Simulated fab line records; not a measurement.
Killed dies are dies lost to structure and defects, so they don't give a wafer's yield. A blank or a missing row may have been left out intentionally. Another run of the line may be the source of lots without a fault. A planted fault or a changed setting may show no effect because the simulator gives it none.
Which tool was responsible?	flow n5 finfet	15 lots with 44 wafers sampled at 4 steps, on a route of 1938 steps

WHAT THE GAUGES SHOWED, per wafer
N5_BEOL_M5_INSPECT_58: inspects for defects (darkfield).
lot	measured	on	raw defect count
L263	day 9 08:16	defect inspect-02	51 65 87
L267	day 9 20:17	defect inspect-01	76 92 102
L266	day 9 22:11	defect inspect-01	59 32 44
L268	day 10 13:48	defect inspect-02	51 68 102
L269	day 10 14:15	defect inspect-02	66 80 66
L271	day 10 21:01	defect inspect-02	102 93 86
L272	day 11 06:41	defect inspect-02	65 57 51
L273	day 11 06:44	defect inspect-01	66 76 63
L274	day 12 00:42	defect inspect-02	85 71 67
L275	day 12 05:11	defect inspect-02	81 90 86
L281	day 13 13:57	defect inspect-02	45 81 60
L282	day 14 06:05	defect inspect-01	66 30 34
L283	day 14 13:23	defect inspect-01	78 72 87
L284	day 14 12:32	defect inspect-02	75 90
L285	day 14 22:29	defect inspect-01	111 123 58

N5_BEOL_M6_CD_MEAS_11: target cd 38.5 nm.
lot	measured	on	cd nm (nm)
L263	day 9 10:37	cd sem-02	38.5 38.2 38.2
L267	day 10 00:11	cd sem-03	37.8 38.9 38.5
L266	day 10 00:29	cd sem-01	38.5 38.0 38.4
L268	day 10 15:49	cd sem-03	37.9 37.5 38.0
L269	day 10 16:55	cd sem-02	39.3 38.5 38.9
L271	day 10 22:47	cd sem-02	39.0 39.0 39.2
L272	day 11 08:57	cd sem-03	38.2 38.1 38.8
L273	day 11 09:07	cd sem-01	- - -
L274	day 12 03:34	cd sem-01	- - -
L275	day 12 08:17	cd sem-03	- - -
L281	day 13 15:38	cd sem-03	37.9 38.6 38.5
L282	day 14 07:25	cd sem-02	38.5 38.5 38.8
L283	day 14 15:50	cd sem-01	39.0 39.0 37.9
L284	day 14 15:32	cd sem-01	38.5 38.1
L285	day 15 01:21	cd sem-03	38.4 38.5 38.4

WHAT TOOL EACH LOT RAN ON (gives the tool, then ch and the chambers of the sampled wafers, and finally the start)
lot	N5_BEOL_M5_ANNEAL_84	N5_BEOL_M6_DEVELOP_10
L263	pvd sputter-01, day 9 05:05	litho track-02 ch 0, day 9 10:33
L267	pvd sputter-02, day 9 17:07	litho track-02 ch 0, day 10 00:07
L266	pvd sputter-01, day 9 18:48	litho track-03 ch 0, day 10 00:25
L268	pvd sputter-01, day 10 10:25	litho track-03 ch 0, day 10 15:46
L269	pvd sputter-03, day 10 10:35	litho track-03 ch 0, day 10 16:52
L271	pvd sputter-03, day 10 17:47	litho track-02 ch 0, day 10 22:44
L272	pvd sputter-03, day 11 03:26	litho track-05 ch 0, day 11 08:54
L273	pvd sputter-02, day 11 03:32	litho track-03, day 11 09:04
L274	pvd sputter-01, day 11 21:23	litho track-03, day 12 03:31
L275	pvd sputter-02, day 12 01:53	litho track-02, day 12 08:14
L281	pvd sputter-02, day 13 10:25	litho track-02 ch 0, day 13 15:35
L282	pvd sputter-03, day 14 02:37	litho track-03 ch 0, day 14 07:22
L283	pvd sputter-02, day 14 09:38	litho track-02 ch 0, day 14 15:47
L284	pvd sputter-01, day 14 09:50	litho track-03 ch 0, day 14 15:28
L285	pvd sputter-01, day 14 19:15	litho track-03 ch 0, day 15 01:18
- N5_BEOL_M5_ANNEAL_84: time 1800 s.
- N5_BEOL_M6_DEVELOP_10: develop time 30 s.

AS READ BY THE TOOLS THEMSELVES (means over the sampled wafers that have a number; for cases with no such wafer, the mark the record gives instead)
N5_BEOL_M5_ANNEAL_84.
lot	tool	heater power w (W)	susceptor temp C (C)	susceptor_temp_C_max
L263	pvd sputter-01	833	400.08	401.1
L267	pvd sputter-02	865	400.00	400.9
L266	pvd sputter-01	844	400.20	401.1
L268	pvd sputter-01	843	399.99	400.9
L269	pvd sputter-03	774	400.02	400.9
L271	pvd sputter-03	767	400.05	400.8
L272	pvd sputter-03	782	400.02	401.0
L273	pvd sputter-02	766	400.01	401.2
L274	pvd sputter-01	785	399.81	400.8
L275	pvd sputter-02	969	400.02	401.0
L281	pvd sputter-02	775	400.01	401.3
L282	pvd sputter-03	777	399.80	400.6
L283	pvd sputter-02	758	399.93	400.9
L284	pvd sputter-01	828	400.14	401.1
L285	pvd sputter-01	830	400.00	400.9

N5_BEOL_M6_DEVELOP_10.
lot	tool	chill plate temp C (C)
L263	litho track-02	22.98
L267	litho track-02	23.03
L266	litho track-03	22.93
L268	litho track-03	22.89
L269	litho track-03	23.06
L271	litho track-02	23.01
L272	litho track-05	22.96
L273	litho track-03	-
L274	litho track-03	-
L275	litho track-02	-
L281	litho track-02	22.83
L282	litho track-03	22.89
L283	litho track-02	23.04
L284	litho track-03	22.91
L285	litho track-03	22.99

THE ANSWER, worked out from the rows above alone
Rule: what is usual is taken from the lots themselves. The widest of any qualifying gaps counts: lots, ordered by their means at a reading, are off when they make up no more than a third of the lots, leave a main group of 4 or more, and stand apart from it by 3 or more times the standard deviation of that group's means. A main group whose means are all the same, to the digits that the tables above print for the reading, isn't used. A lot without any number at a reading at which 4 lots or more have one is off too. Where the step has rows for the other lots, those lots are counted as sound. Order of review: gauges by route order, followed by the tools' own readings, for which a lot's mean as printed above is used. The first step at which some lot is off is used, and at that step the reading that is off furthest; a lot without a number counts as furthest.
Off: L273, L274, L275, at N5_BEOL_M6_CD_MEAS_11 (cd nm). Without a number there: L273, L274, L275. The main group: mean 38.5 nm, standard deviation 0.31.
If a tool, at a process step before that reading, ran all the lots that are off and no sound lot after the first of them, it fits. The gauges at N5_BEOL_M6_CD_MEAS_11 aren't tried: what is off there is off at N5_BEOL_M6_DEVELOP_10 too, on other tools, and a gauge's error can't cause that. None of those tried fits.

WHAT THE SIMULATOR HAD INSERTED
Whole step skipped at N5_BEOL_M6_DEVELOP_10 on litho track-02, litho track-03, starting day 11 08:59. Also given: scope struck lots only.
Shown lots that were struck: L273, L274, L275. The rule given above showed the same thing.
